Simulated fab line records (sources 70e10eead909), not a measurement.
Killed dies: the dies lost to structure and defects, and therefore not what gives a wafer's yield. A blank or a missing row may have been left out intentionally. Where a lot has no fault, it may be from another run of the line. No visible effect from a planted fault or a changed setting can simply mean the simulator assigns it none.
The tool behind it: which one? | flow nand_harc | route of 1159 steps, sampled at 1 step: 24 lots, 72 wafers

WHAT THE GAUGES READ, wafer by wafer
NHARC_A_SOURCE_PLATE_THK_MEAS_06: measures by ellipsometry. Usual: thk_nm 199.8 nm, standard deviation 2.1.
lot  | measured     | on            | thk_nm (nm)       | flag
L074 | day 7 13:08  | film_metro-01 | 196.4 198.8 196.7 |
L075 | day 7 19:08  | film_metro-02 | 198.0 198.1 197.6 |
L076 | day 7 23:03  | film_metro-02 | 198.5 198.0 200.5 |
L077 | day 8 03:10  | film_metro-01 | 201.7 199.7 199.0 |
L078 | day 8 13:38  | film_metro-02 | 200.9 201.9 199.7 |
L079 | day 9 01:24  | film_metro-01 | 197.1 202.6 197.7 |
L080 | day 9 01:24  | film_metro-02 | 202.4 201.2 200.8 |
L082 | day 9 09:45  | film_metro-01 | 199.8 198.3 197.5 |
L081 | day 9 09:45  | film_metro-02 | 198.9 200.5 196.9 |
L084 | day 9 21:16  | film_metro-01 | 201.3 200.5 199.5 |
L083 | day 9 21:16  | film_metro-02 | 196.1 194.9 195.3 |
L087 | day 10 14:07 | film_metro-01 | 202.0 204.1 202.6 |
L085 | day 10 14:07 | film_metro-02 | 201.1 199.6 201.3 |
L086 | day 10 14:07 | film_metro-01 | 199.1 198.3 199.5 |
L088 | day 11 02:17 | film_metro-02 | 198.9 200.3 200.1 |
L090 | day 11 12:02 | film_metro-02 | 202.1 199.6 199.3 |
L089 | day 11 12:02 | film_metro-01 | 199.1 199.2 199.6 |
L091 | day 11 12:04 | film_metro-02 | 199.7 200.4 202.8 |
L092 | day 12 00:29 | film_metro-02 | 200.4 199.1 197.8 |
L093 | day 12 09:43 | film_metro-01 | 200.9 199.8 202.3 |
L094 | day 12 09:43 | film_metro-02 | 201.0 201.8 201.4 |
L095 | day 12 18:10 | film_metro-02 | 197.4 200.6 198.6 |
L096 | day 12 18:10 | film_metro-01 | 203.2 201.2 200.5 |
L097 | day 12 22:17 | film_metro-02 | 198.5 196.6 200.3 |

WHICH TOOL RAN EACH LOT (tool, then ch and the chambers of the sampled wafers, then the start)
The record shows no process step preceding these readings.

WHAT THE TOOLS THEMSELVES READ (means of the sampled wafers that have a number; where no wafer has one, the mark that the record gives instead)
The record holds no such reading with a usual standard deviation.

THE ANSWER, worked out from the rows above alone
Rule: a lot counts as off when the mean over its wafers that have a number is more than 3 standard deviations away from the usual mean. A lot without any number at a reading at which 4 lots or more have one is off too. The other lots that the step has rows for count as sound. First the gauges in route order, then the tools' own readings, where a lot's mean is used as printed above. At the first step where some lot is off, the reading lying furthest off is the one used; lots without a number count as furthest.
Nothing can be told from this: no lot is off at any reading shown.

WHAT THE SIMULATOR HAD INSERTED
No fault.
